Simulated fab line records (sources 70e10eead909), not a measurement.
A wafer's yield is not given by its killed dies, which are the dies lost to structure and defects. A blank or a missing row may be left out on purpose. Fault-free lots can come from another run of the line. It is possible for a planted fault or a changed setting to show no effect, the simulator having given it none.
Commonality check across tools | flow nandHarc | 12 lots, 36 wafers sampled

REASON FOR OPENING
At NHARC_P_ZERO_WELL_CD_MEAS_37 the reading cdNm is flagged on 1 of 12 lots. Fault-free wafers read 719.7 nm, with a standard deviation of 1.2.
Rule: a lot is flagged when every wafer of it that has a number lies more than 4 standard deviations from that mean, or none has a number. As for the other lots, they are considered sound.

lot  | measured    | on       | cdNm (nm), wafer by wafer | flag
L120 | day 2 00:06 | cdSem-01 | 720.8 719.7 720.0         | 
L122 | day 2 20:12 | cdSem-03 | 718.7 718.6 718.7         | 
L123 | day 3 06:16 | cdSem-01 | 721.2 720.6 719.6         | 
L124 | day 3 15:59 | cdSem-01 | 718.0 717.8 718.2         | 
L126 | day 4 11:59 | cdSem-01 | 718.6 718.7 720.5         | 
L127 | day 5 02:10 | cdSem-03 | 721.5 720.7 719.3         | 
L128 | day 5 08:08 | cdSem-01 | 719.6 721.0 721.1         | 
L129 | day 5 20:57 | cdSem-03 | 719.8 719.1 718.5         | 
L130 | day 6 04:08 | cdSem-01 | 717.6 718.9 718.8         | 
L132 | day 7 00:00 | cdSem-03 | 720.5 720.1 719.2         | 
L133 | day 7 10:03 | cdSem-02 | 719.8 720.6 721.3         | 
L134 | day 7 20:02 | cdSem-02 | 705.3 705.9 705.4         | FLAGGED
The mean of the flagged lots' numbers is 705.5 nm, -14.2 nm from the usual (-12 standard deviations).

EACH LOT AND THE TOOL IT RAN ON
The record holds 2 process steps before the reading, out of a route of 1302 steps. Every cell lists first the tool, next ch and the chambers used by the sampled wafers, and last the start.
lot  | flag    | NHARC_P_ZERO_WELL_DESCUM_26      | NHARC_P_ZERO_WELL_EXPOSE_34
L120 |         | rieDiel-09 ch 0,1, day 1 22:44   | krfScanner-03 ch 0, day 1 23:58
L122 |         | rieDiel-06 ch 1,2, day 2 18:43   | krfScanner-04 ch 0, day 2 20:03
L123 |         | rieDiel-01 ch 0,1,2, day 3 04:48 | krfScanner-02 ch 0, day 3 06:07
L124 |         | rieDiel-01 ch 0,2,3, day 3 14:39 | krfScanner-02 ch 0, day 3 15:50
L126 |         | rieDiel-09 ch 0,2, day 4 10:38   | krfScanner-03 ch 0, day 4 11:50
L127 |         | rieDiel-06 ch 0,1,2, day 4 20:41 | krfScanner-02 ch 0, day 5 02:00
L128 |         | rieDiel-09 ch 1,3, day 5 06:47   | krfScanner-02 ch 0, day 5 07:58
L129 |         | rieDiel-06 ch 0,1,2, day 5 19:34 | krfScanner-02 ch 0, day 5 20:47
L130 |         | rieDiel-06 ch 0,1,3, day 6 02:49 | krfScanner-02 ch 0, day 6 03:58
L132 |         | rieDiel-06 ch 1,2, day 6 22:38   | krfScanner-02 ch 0, day 6 23:51
L133 |         | rieDiel-01 ch 0,1, day 7 08:42   | krfScanner-02 ch 0, day 7 09:54
L134 | FLAGGED | rieDiel-06 ch 0,1,2, day 7 18:41 | krfScanner-02 ch 0, day 7 19:53
What the steps here do:
- NHARC_P_ZERO_WELL_DESCUM_26: chemistry O2, time 3 s.
- NHARC_P_ZERO_WELL_EXPOSE_34: exposes mask P PWELL, target cd 720 nm.
- NHARC_P_ZERO_WELL_CD_MEAS_37: target cd 720 nm.

FLAGGED OVER TOTAL, TOOL BY TOOL (the gauges that took the reading come last)
step                         | tool          | lots run | flagged | share of the flagged lots | sound lots run after its first flagged lot
NHARC_P_ZERO_WELL_DESCUM_26  | rieDiel-01    | 3        | 0       | none                      | -
NHARC_P_ZERO_WELL_DESCUM_26  | rieDiel-06    | 6        | 1       | all                       | 0
NHARC_P_ZERO_WELL_DESCUM_26  | rieDiel-09    | 3        | 0       | none                      | -
NHARC_P_ZERO_WELL_EXPOSE_34  | krfScanner-02 | 9        | 1       | all                       | 0
NHARC_P_ZERO_WELL_EXPOSE_34  | krfScanner-03 | 2        | 0       | none                      | -
NHARC_P_ZERO_WELL_EXPOSE_34  | krfScanner-04 | 1        | 0       | none                      | -
NHARC_P_ZERO_WELL_CD_MEAS_37 | cdSem-01      | 6        | 0       | none                      | -
NHARC_P_ZERO_WELL_CD_MEAS_37 | cdSem-02      | 2        | 1       | all                       | 0
NHARC_P_ZERO_WELL_CD_MEAS_37 | cdSem-03      | 4        | 0       | none                      | -

WHAT IS ALLOWED BY THE TABLE
All flagged lots were run by 3 table rows, namely rieDiel-06 at NHARC_P_ZERO_WELL_DESCUM_26, krfScanner-02 at NHARC_P_ZERO_WELL_EXPOSE_34, cdSem-02 at NHARC_P_ZERO_WELL_CD_MEAS_37.
- rieDiel-06 at NHARC_P_ZERO_WELL_DESCUM_26 ran 6 lots, 1 of them flagged. Last sound lot L132 at day 6 22:38, first flagged lot L134 at day 7 18:41; a fault beginning in between fits.
- krfScanner-02 at NHARC_P_ZERO_WELL_EXPOSE_34 ran 9 lots, 1 of them flagged. Last sound lot L133 at day 7 09:54, first flagged lot L134 at day 7 19:53; a fault beginning in between fits.
- cdSem-02 at NHARC_P_ZERO_WELL_CD_MEAS_37 ran 2 lots, 1 of them flagged. Last sound lot L133 at day 7 10:03, first flagged lot L134 at day 7 20:02; a fault beginning in between fits.
These 3 tools cannot be told apart by counting lots, since each of them fits a fault that started at some hour. More lots, or a look at what each step does to the wafer, might.

WHAT THE SIMULATOR HAD PUT IN
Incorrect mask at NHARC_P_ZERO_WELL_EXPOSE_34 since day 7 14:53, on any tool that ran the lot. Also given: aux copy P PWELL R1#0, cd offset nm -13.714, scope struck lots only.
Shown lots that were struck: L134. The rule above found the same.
